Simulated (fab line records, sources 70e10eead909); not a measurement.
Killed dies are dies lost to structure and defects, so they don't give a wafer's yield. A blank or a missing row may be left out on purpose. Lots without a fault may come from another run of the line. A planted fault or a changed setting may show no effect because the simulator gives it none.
Chamber matching | flow nand_harc | NHARC_A_STAIRCASE_DESCUM_219 on rie_diel-02: 4 sister chambers
The step chemistry O2, time 3 s. 4 wafers are shown with their chamber, then 7 later ones without.

WAFERS WITH THEIR CHAMBER
wafer  | chamber | showerhead_plenum_p_Torr (Torr)
L082.1 | 3       | 1.80
L082.2 | 1       | 2.01
L086.1 | 2       | 1.87
L086.3 | 0       | 1.80

WAFERS WITHOUT THEIR CHAMBER
wafer  | showerhead_plenum_p_Torr (Torr)
L086.5 | 1.79
L093.1 | 1.79
L093.3 | 1.79
L093.4 | 2.01
L097.1 | 1.79
L097.3 | 1.79
L097.4 | 1.86

WHICH CHAMBER EACH WENT THROUGH
wafer  | from the rows above     | in truth
L086.5 | can't be placed: 0 or 3 | 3
L093.1 | can't be placed: 0 or 3 | 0
L093.3 | can't be placed: 0 or 3 | 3
L093.4 | 1                       | 1
L097.1 | can't be placed: 0 or 3 | 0
L097.3 | can't be placed: 0 or 3 | 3
L097.4 | 2                       | 2
Placed correctly: 2 of 7. Can't be placed from these rows: 5 (the true chamber is among the candidates in 5). Placed wrongly: 0.
How it was worked out, from the rows above alone: a wafer's distance from a chamber is the root of the sum, over the readings, of the square of ((its reading less the chamber's mean) divided by the reading's scatter). The wafer belongs to the nearest chamber; if the next one is less than 2 further off, it can't be placed. A chamber's mean is the mean of its shown wafers. The scatter: with one shown wafer a chamber, the root of the mean of the squares of how far each hidden wafer lies from its nearest shown one.
